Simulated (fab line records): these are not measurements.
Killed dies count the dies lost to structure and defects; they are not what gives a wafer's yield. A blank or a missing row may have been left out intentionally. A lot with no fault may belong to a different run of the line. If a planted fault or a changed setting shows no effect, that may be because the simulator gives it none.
What tool caused it? + flow nand_harc + 42 wafers from 14 lots sampled at 4 of the route's 1159 steps

== WHAT THE GAUGES SHOWED, per wafer ==
NHARC_THIN_TSV_THK_MEAS_02: measures by ir.
| lot  | measured     | on            | thk_nm (nm)    |
|------|--------------|---------------|----------------|
| L224 | day 18 09:44 | film_metro-02 | 3292 3472 3165 |
| L225 | day 18 18:57 | film_metro-02 | 3138 2981 3126 |
| L227 | day 19 01:50 | film_metro-02 | 3212 2950 2518 |
| L226 | day 19 03:02 | film_metro-01 | 3040 2794 2734 |
| L229 | day 19 21:50 | film_metro-01 | 2987 2667 2872 |
| L228 | day 19 23:01 | film_metro-01 | 3080 3168 3026 |
| L231 | day 20 18:14 | film_metro-01 | 2872 3137 3215 |
| L234 | day 21 01:15 | film_metro-02 | 2985 3043 3011 |
| L237 | day 21 20:59 | film_metro-02 | 2785 3048 2867 |
| L239 | day 21 22:52 | film_metro-02 | 2976 2783 2936 |
| L244 | day 22 22:47 | film_metro-02 | 3399 3184 3538 |
| L246 | day 23 20:00 | film_metro-01 | 3270 3155 3085 |
| L247 | day 23 23:48 | film_metro-01 | 3112 2914 3473 |
| L245 | day 24 07:16 | film_metro-02 | 2914 2997 2908 |

NHARC_THIN_TSV_CD_MEAS_12 targets a cd of 1000 nm.
| lot  | measured     | on        | cd_nm (nm)          |
|------|--------------|-----------|---------------------|
| L224 | day 18 10:47 | cd_sem-03 | 996.4 997.8 997.2   |
| L225 | day 18 19:53 | cd_sem-03 | 997.5 998.9 1000.0  |
| L227 | day 19 02:54 | cd_sem-02 | 996.6 998.2 997.6   |
| L226 | day 19 03:58 | cd_sem-03 | 1000.1 996.1 993.8  |
| L229 | day 19 22:55 | cd_sem-03 | 1001.4 996.6 998.1  |
| L228 | day 19 23:57 | cd_sem-03 | 998.2 997.8 999.1   |
| L231 | day 20 19:12 | cd_sem-02 | 1001.5 1002.8 997.0 |
| L234 | day 21 02:18 | cd_sem-03 | 995.3 1000.0 999.5  |
| L237 | day 21 21:55 | cd_sem-01 | 999.1 996.1 997.4   |
| L239 | day 21 23:55 | cd_sem-03 | 999.5 999.9 1002.1  |
| L244 | day 22 23:50 | cd_sem-02 | 1000.4 999.6 1002.2 |
| L246 | day 23 21:04 | cd_sem-03 | 1002.8 1002.6 998.2 |
| L247 | day 24 00:52 | cd_sem-03 | 1000.8 999.9 1002.5 |
| L245 | day 24 08:19 | cd_sem-01 | 999.9 995.8 994.4   |

NHARC_THIN_TSV_CD_MEAS_33 targets a cd of 5000 nm.
| lot  | measured     | on        | cd_nm (nm)           |
|------|--------------|-----------|----------------------|
| L224 | day 18 16:55 | cd_sem-01 | 4998.0 4998.1 4999.7 |
| L225 | day 19 01:50 | cd_sem-02 | 4998.4 5000.7 4997.5 |
| L227 | day 19 08:55 | cd_sem-02 | 4996.5 4999.1 4999.8 |
| L226 | day 19 10:01 | cd_sem-02 | 5000.2 5000.4 5000.9 |
| L229 | day 20 04:44 | cd_sem-02 | 5000.2 4998.5 5000.2 |
| L228 | day 20 06:01 | cd_sem-01 | 4995.9 4997.7 4999.7 |
| L231 | day 21 01:09 | cd_sem-02 | 5002.1 4998.0 4998.9 |
| L234 | day 21 08:18 | cd_sem-02 | 4997.4 4996.8 4999.1 |
| L237 | day 22 03:47 | cd_sem-03 | - - -                |
| L239 | day 22 06:02 | cd_sem-03 | - - -                |
| L244 | day 23 05:46 | cd_sem-02 | 4998.1 5000.7 4997.7 |
| L246 | day 24 02:52 | cd_sem-02 | 4999.4 5001.3 4998.1 |
| L247 | day 24 06:46 | cd_sem-02 | 5000.6 4999.8 4999.2 |
| L245 | day 24 14:57 | cd_sem-03 | 4995.9 4997.3 4997.1 |

== EACH LOT AND THE TOOL THAT RAN IT (in order: tool; ch and the chambers of the sampled wafers; start) ==
| lot  | NHARC_THIN_TSV_PEB_31             |
|------|-----------------------------------|
| L224 | litho_track-07 ch 0, day 18 16:49 |
| L225 | litho_track-03 ch 0, day 19 01:45 |
| L227 | litho_track-03 ch 0, day 19 08:49 |
| L226 | litho_track-03 ch 0, day 19 09:55 |
| L229 | litho_track-03 ch 0, day 20 04:39 |
| L228 | litho_track-05 ch 0, day 20 05:55 |
| L231 | litho_track-03 ch 0, day 21 01:04 |
| L234 | litho_track-05 ch 0, day 21 08:13 |
| L237 | litho_track-03, day 22 03:41      |
| L239 | litho_track-07, day 22 05:56      |
| L244 | litho_track-07 ch 0, day 23 05:40 |
| L246 | litho_track-03 ch 0, day 24 02:46 |
| L247 | litho_track-07 ch 0, day 24 06:40 |
| L245 | litho_track-05 ch 0, day 24 14:52 |
- NHARC_THIN_TSV_PEB_31: peb time 85 s.

== AS READ BY THE TOOLS THEMSELVES (means over the sampled wafers that have a number; for cases with no such wafer, the mark the record gives instead) ==
NHARC_THIN_TSV_PEB_31.
| lot  | tool           | chill_plate_temp_C (C) | exhaust_pa (Pa) |
|------|----------------|------------------------|-----------------|
| L224 | litho_track-07 | 22.98                  | 44.8            |
| L225 | litho_track-03 | 23.08                  | 45.9            |
| L227 | litho_track-03 | 22.95                  | 45.8            |
| L226 | litho_track-03 | 22.93                  | 45.8            |
| L229 | litho_track-03 | 23.03                  | 45.5            |
| L228 | litho_track-05 | 22.86                  | 44.5            |
| L231 | litho_track-03 | 23.09                  | 45.4            |
| L234 | litho_track-05 | 22.94                  | 44.6            |
| L237 | litho_track-03 | -                      | -               |
| L239 | litho_track-07 | -                      | -               |
| L244 | litho_track-07 | 23.12                  | 45.7            |
| L246 | litho_track-03 | 22.96                  | 44.7            |
| L247 | litho_track-07 | 23.20                  | 44.8            |
| L245 | litho_track-05 | 22.92                  | 44.2            |

== THE ANSWER, worked out from the rows above alone ==
Rule: usual is defined by the lots themselves. Put in order of their means at a reading, lots are off if they are a third of the lots or fewer, leave a main group of 4 or more, and stand apart from it by a gap of 3 or more times the standard deviation of the main group's means; of several such gaps the widest counts. The tables above print the reading to a certain number of digits; a main group whose means all agree to those digits is not used. Also off: a lot with no number at a reading for which 4 or more lots have one. Where the step has rows for the other lots, those lots are counted as sound. After the gauges, taken in route order, come the tools' own readings; for these a lot's mean is taken, as printed above. At the first step where some lot is off, the reading lying furthest off is the one used; lots without a number count as furthest.
Off, at NHARC_THIN_TSV_CD_MEAS_33 on cd_nm: L237, L239. Without a number there: L237, L239. Main group: mean 4998.9 nm, sd 1.
A tool fits if, at a process step before that reading, it ran every lot that is off, and no sound lot after the first of them. Not tried: the gauges at NHARC_THIN_TSV_CD_MEAS_33; whatever is off there is also off at NHARC_THIN_TSV_PEB_31, on other tools, and gauge error can't account for it. None of those tried fits.

== WHAT WAS PUT IN BY THE SIMULATOR ==
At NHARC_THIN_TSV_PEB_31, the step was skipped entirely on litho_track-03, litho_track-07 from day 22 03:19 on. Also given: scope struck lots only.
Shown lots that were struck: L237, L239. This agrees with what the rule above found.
